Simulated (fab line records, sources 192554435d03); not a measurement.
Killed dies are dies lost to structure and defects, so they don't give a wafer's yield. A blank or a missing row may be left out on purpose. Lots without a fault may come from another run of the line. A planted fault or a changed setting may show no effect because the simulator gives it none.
A struck lot beside a sound one | flow n5_finfet | 39 steps out of a route of 1938
Sound: wafers L744.1, L744.2, L744.5. Struck: wafers L732.1, L732.3. (L732.2 of the same lot was not struck and is left out.) The cause comes at the end.
At each step with rows: each side's tool, then ch and its chambers, then its first start. Under that, the readings that differ: sound wafers | struck wafers | difference of the means | sigmas: that difference in standard deviations of wafers without a fault.
alike: readings whose means differ by less than 2 such deviations, and words and numbers that are the same on both sides. not compared: withheld readings, readings that some wafer has no value for, bounds like >300 that may hide the same value, and numbers for which the record gives no deviation and whose values overlap.
The two part at a step that has a row with sigmas, a row that says differs or no value, or rows on one side only. Numbers that don't overlap but have no deviation are shown without sigmas and don't part them. A reading that every wafer of one side lacks parts them only if that side has two wafers or more.

first, 9 steps without rows for these wafers: N5_MOL_CONTACT_COAG_PRE_CLEAN_121; N5_MOL_CONTACT_COAG_CVD_140 (deposits W, target thk 66.5 nm, time 215 s); N5_MOL_CONTACT_COAG_PRECLEAN_127 (cleans in DIW, time 57.5 s); N5_MOL_CONTACT_COAG_SRD_128 (dry time 32 s); N5_MOL_CONTACT_COAG_CMP_52 (polishes, stops on SiO2, t overpolish 1.5 s, target thk 66.5 nm); N5_MOL_CONTACT_COAG_ANNEAL_112 (time 1800 s); N5_BEOL_M0_SAQP_PECVD_00 (deposits SiCN from 3MS/NH3, target thk 8 nm, time 14 s); N5_BEOL_M0_SAQP_ILD_DEP_01 (deposits SiOC from DEMS/O2, target thk 45.419 nm, time 8.7 s); N5_BEOL_M0_SAQP_HM_DEP_02 (deposits TiN, target thk 12 nm).
N5_BEOL_M0_SAQP_PECVD_03: deposits SiCN from 3MS/NH3, target thk 12 nm, time 21.1 s.
  sound on pecvd-04 ch 0,2, day 10 23:23; struck on pecvd-04 ch 1,2, day 8 02:11
  reading                                         | sound          | struck    | difference | sigmas
  run_length_s (s)                                | 50.5 51.1 51.1 | 51.9 52.9 | +1.5       | +3
  model.SiCN_of_BEOL_M0_SAQP_PECVD_03.thk_nm (nm) | 11.8 12 12     | 12.4 12.6 | +0.6       |
  alike: showerhead_plenum_p_Torr, throttle_valve_pct
then, 25 steps without rows for these wafers: N5_BEOL_M0_SAQP_PECVD_96 (deposits a-Si from SiH4/He, target thk 45 nm, time 45.2 s); N5_BEOL_M0_SAQP_PECVD_97 (deposits SiNx from SiH4/NH3/N2, target thk 23 nm, time 19.9 s); N5_BEOL_M0_SAQP_PECVD_04 (deposits a-Si from SiH4/He, target thk 60 nm, time 60.2 s); N5_BEOL_M0_SAQP_HM_DEP_111 (deposits SiO2 from SiH4/N2O, target thk 12 nm, time 7.2 s); N5_BEOL_M0_SAQP_COAT_81 (time 60 s, resist thk 100 nm); N5_BEOL_M0_SAQP_COAT_82 (time 60 s, resist thk 30 nm); N5_BEOL_M0_SAQP_COAT_08 (resist thk 90 nm); N5_BEOL_M0_SAQP_EBR_10; N5_BEOL_M0_SAQP_SOFTBAKE_09 (time 60 s); N5_BEOL_M0_SAQP_EXPOSE_11 (exposes mask M0 CORE, target cd 42 nm); N5_BEOL_M0_SAQP_PEB_12 (peb time 60 s); N5_BEOL_M0_SAQP_DEVELOP_13 (develop time 30 s); N5_BEOL_M0_SAQP_DESCUM_19 (chemistry O2, time 7.9 s); N5_BEOL_M0_SAQP_ETCH_83 (etches SiARC in CF4, target depth 39 nm, time 65 s); N5_BEOL_M0_SAQP_ETCH_84 (etches SOC in N2/H2, target depth 100 nm, overetch 20 nm, time 150 s); N5_BEOL_M0_SAQP_STRIP_80 (strips in N2/H2); N5_BEOL_M0_SAQP_HM_OPEN_112 (chemistry CHF3/O2, target SiO2, stops on a-Si, target depth 12 nm, time 13.5 s); N5_BEOL_M0_SAQP_STRIP_113 (strips in CHF3/O2); N5_BEOL_M0_SAQP_MANDREL_ETCH_20 (etches a-Si in HBr/Cl2, stops on SiNx, target depth 60 nm, bt time 10 s, time 30 s); N5_BEOL_M0_SAQP_STRIP_86 (strips in N2/H2); N5_BEOL_M0_SAQP_STRIP_115 (strips in post etch residue remover, time 60 s); N5_BEOL_M0_SAQP_SRD_93 (time 30 s); N5_BEOL_M0_SAQP_RECESS_114 (chemistry HF/NH3, target SiO2, target depth 14.4 nm, afs cycles 3, sublimation time 60 s); N5_BEOL_M0_SAQP_SPACER1_ALD_98 (deposits SiO2, target thk 12.8 nm, pulse time 1 s, purge time 2 s); N5_BEOL_M0_SAQP_SPACER1_ETCHBACK_99 (etches SiO2 in CHF3/O2, target depth 15.4 nm, time 7.7 s).
N5_BEOL_M0_SAQP_RECESS_109: chemistry HF/NH3, target SiO2, target depth 3 nm, afs cycles 1, sublimation time 60 s.
  sound on vapor_etch-01 ch 0,1, day 11 02:38; struck on vapor_etch-02 ch 1, day 8 05:22
  reading                                         | sound       | struck  | difference | sigmas
  model.SiCN_of_BEOL_M0_SAQP_PECVD_03.thk_nm (nm) | 8.4 8.4 8.6 | 8.8 9.2 | +0.5       |
  alike: drypump_motor_current_A, foreline_p_Torr
N5_BEOL_M0_ETCH_138: etches SiCN in CH3F/O2, target depth 12 nm, time 31.6 s.
  sound on rie_diel-02 ch 0,2,3, day 11 06:04; struck on rie_diel-02 ch 1,2, day 8 08:31
  reading                  | sound             | struck    | difference | sigmas
  etch_rf_on_time_s (s)    | 28.9 29.5 29.2    | 29.8 31.4 | +1.4       | +2
  model.etch.depth_nm (nm) | 8.314 8.482 8.538 | 8.8 9.109 | +0.5       |
  alike: chamber_pressure_mTorr, drypump_motor_current_A, oes_product_au, rf_vpp_V, showerhead_plenum_p_Torr, throttle_valve_pct
  not compared: rf_hours_counter_h
N5_BEOL_M0_ETCH_128: etches SiCN in CF4/N2, target depth 12 nm, overetch 5.1 nm, time 21.4 s.
  sound on rie_diel-05 ch 0,1,3, day 11 11:59; struck on rie_diel-02 ch 0,2, day 8 10:08
  reading                  | sound             | struck    | difference | sigmas
  model.etch.depth_nm (nm) | 8.314 8.482 8.538 | 8.8 9.109 | +0.5       |
  alike: chamber_pressure_mTorr, drypump_motor_current_A, n2_flow_sccm, oes_product_au, rf_vpp_V, showerhead_plenum_p_Torr, throttle_valve_pct
  not compared: rf_hours_counter_h
-- the record jumps here: 6 days lie between the struck wafers' starts before and after (it left off in module BEOL_M0 and takes up again in module BEOL_M4, whose first step shown is number 1111 of the route) --
N5_BEOL_M4_RC_MEAS_101:
  sound on prober-01 ch 0, day 17 16:49; struck on prober-02 ch 0, day 14 10:06
  reading       | sound          | struck    | difference | sigmas
  SS_N (mV/dec) | 72.0 72.6 72.1 | 70.6 71.0 | -1.4       | -3
  alike: DIBL_N, DIBL_P, IOFF_N, IOFF_P, ION_N, ION_P, SS_P, VT_N, VT_P

WHERE THEY PART
First at N5_BEOL_M0_SAQP_PECVD_03; last, within this record, at N5_BEOL_M4_RC_MEAS_101.

WHY: what the simulator had put in
Process parameter drift: pecvd-04, from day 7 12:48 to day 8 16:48, at N5_BEOL_M0_SAQP_PECVD_03. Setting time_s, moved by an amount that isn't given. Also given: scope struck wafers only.
